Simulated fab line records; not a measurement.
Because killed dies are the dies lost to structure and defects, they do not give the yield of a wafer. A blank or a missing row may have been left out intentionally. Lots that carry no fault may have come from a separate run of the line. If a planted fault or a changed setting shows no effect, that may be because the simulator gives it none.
Split-lot trial + flow n5 finfet + 7 lots, 21 wafers read, on a route of 1938 steps

THE SPLIT
At N5_PMOS_HMC_CHANNEL_EPI_PEB_07 (peb time 60 s), the setting peb time s was moved away from the recipe's 60 s on 5 of the 21 wafers read, by -21.7% to +20.6%. The other wafers ran this setting at the recipe's value.

THE PATH FROM SPLIT TO READING: the file shows 1 step between them
- N5_PMOS_HMC_CHANNEL_EPI_DEVELOP_08: develop time 30 s

THE READING
At N5_PMOS_HMC_CHANNEL_EPI_CD_MEAS_09: cd nm in nanometres, against a target cd of 237.4 nm. On this fab line, fault-free wafers typically give 237.3 nm with a standard deviation of 0.76 nm.

| wafer  | tool, chamber at the split | peb time s as run, s | against the recipe | cd nm, nm | against lot-mates on the recipe |
|--------|----------------------------|----------------------|--------------------|-----------|---------------------------------|
| L078.1 | litho track-04, 0          | 60                   | recipe             | 237.2     | -                               |
| L078.3 | litho track-04, 0          | 60                   | recipe             | 237.1     | -                               |
| L078.5 | litho track-04, 0          | 60                   | recipe             | 237.1     | -                               |
| L081.1 | litho track-01, 0          | 60                   | recipe             | 237.7     | -                               |
| L081.2 | litho track-01, 0          | 60                   | recipe             | 237.2     | -                               |
| L081.5 | litho track-01, 0          | 60                   | recipe             | 238.6     | -                               |
| L088.3 | litho track-04, 0          | 60                   | recipe             | 236.8     | -                               |
| L088.5 | litho track-04, 0          | 60                   | recipe             | 237.3     | -                               |
| L088.6 | litho track-04, 0          | 60                   | recipe             | 238.2     | -                               |
| L093.3 | litho track-04, 0          | 60                   | recipe             | 237.2     | -                               |
| L093.5 | litho track-04, 0          | 60                   | recipe             | 237.2     | -                               |
| L093.6 | litho track-04, 0          | 60                   | recipe             | 237.8     | -                               |
| L094.1 | litho track-04, 0          | 68.5                 | +14.2%             | 241.4     | +3.7                            |
| L094.2 | litho track-04, 0          | 60                   | recipe             | 237.7     | -                               |
| L094.6 | litho track-04, 0          | 60                   | recipe             | 237.7     | -                               |
| L096.1 | litho track-01, 0          | 72.33                | +20.6%             | 244.1     | +6.5                            |
| L096.2 | litho track-01, 0          | 72.33                | +20.6%             | 244.9     | +7.3                            |
| L096.6 | litho track-01, 0          | 60                   | recipe             | 237.6     | -                               |
| L097.1 | litho track-02, 0          | 60                   | recipe             | 237.0     | -                               |
| L097.2 | litho track-02, 0          | 46.96                | -21.7%             | 225.8     | -11.2                           |
| L097.5 | litho track-02, 0          | 46.96                | -21.7%             | 225.9     | -11.1                           |

THE FIT
A straight line over all 21 wafers: cd nm changes by +0.43 nm for each +1% of peb time s; r = +0.97; the points scatter about the line by 1 nm.
The same after taking each lot's own level away (the mean of its wafers on the recipe; 21 wafers): +0.415 nm for each +1%; r = +0.98; scatter 0.95 nm.
According to that fit, moving peb time s by its largest amount changes the reading by 9 nm.
The span of the lots' own levels, 237.00 to 237.83 nm, comes to 1.1 times the standard deviation stated above.
Consequently the slope shifts little with the lot-to-lot level, the two slopes agreeing.
Check: with one of the wafers moved furthest among these (-21.7%) left out of the fit, the line predicts -8.75 nm for it against its lot-mates. It came out at -11.2 nm against them.

ADDITIONAL SPLITS CARRIED BY THESE WAFERS
Before the reading, these wafers also passed through other splits. Each is held against what the fit with the lots' levels taken away leaves over:
| other split on the same wafers  | wafers away from the commonest value | r with cd nm (lot level and that fit taken away) |
|---------------------------------|--------------------------------------|--------------------------------------------------|
| N5_ZERO_LAYER_PECVD_02 time s   | 4                                    | +0.39                                            |
| N5_ZERO_LAYER_EXPOSE_08 dose mj | 7                                    | -0.15                                            |

THE WHOLE CHAIN: every reading that the file lists as answering this split, in the file's order
| step                               | what it does                                                           | reading                                                                     | change (the file's fit)               | r (the file's) |
|------------------------------------|------------------------------------------------------------------------|-----------------------------------------------------------------------------|---------------------------------------|----------------|
| N5_PMOS_HMC_CHANNEL_EPI_CD_MEAS_09 | target cd 237.4 nm                                                     | cd nm                                                                       | +0.399 nm for each +1% of the setting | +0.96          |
| N5_PMOS_HMC_CHANNEL_EPI_DESCUM_14  | chemistry O2, time 7.9 s                                               | PMOS_HMC_CHANNEL_EPI.cd nm (the simulator's own value, which no gauge read) | +0.396 nm for each +1% of the setting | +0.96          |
| N5_PMOS_HMC_CHANNEL_EPI_ETCH_32    | etches BARC in N2/H2, stops on SiO2, target depth 85.8 nm, time 50.3 s | PMOS_HMC_CHANNEL_EPI.cd nm (the simulator's own value, which no gauge read) | +0.39 nm for each +1% of the setting  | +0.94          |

FILE'S OWN FIT
cd nm changes by +0.399 nm for each +1% of peb time s, r = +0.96.
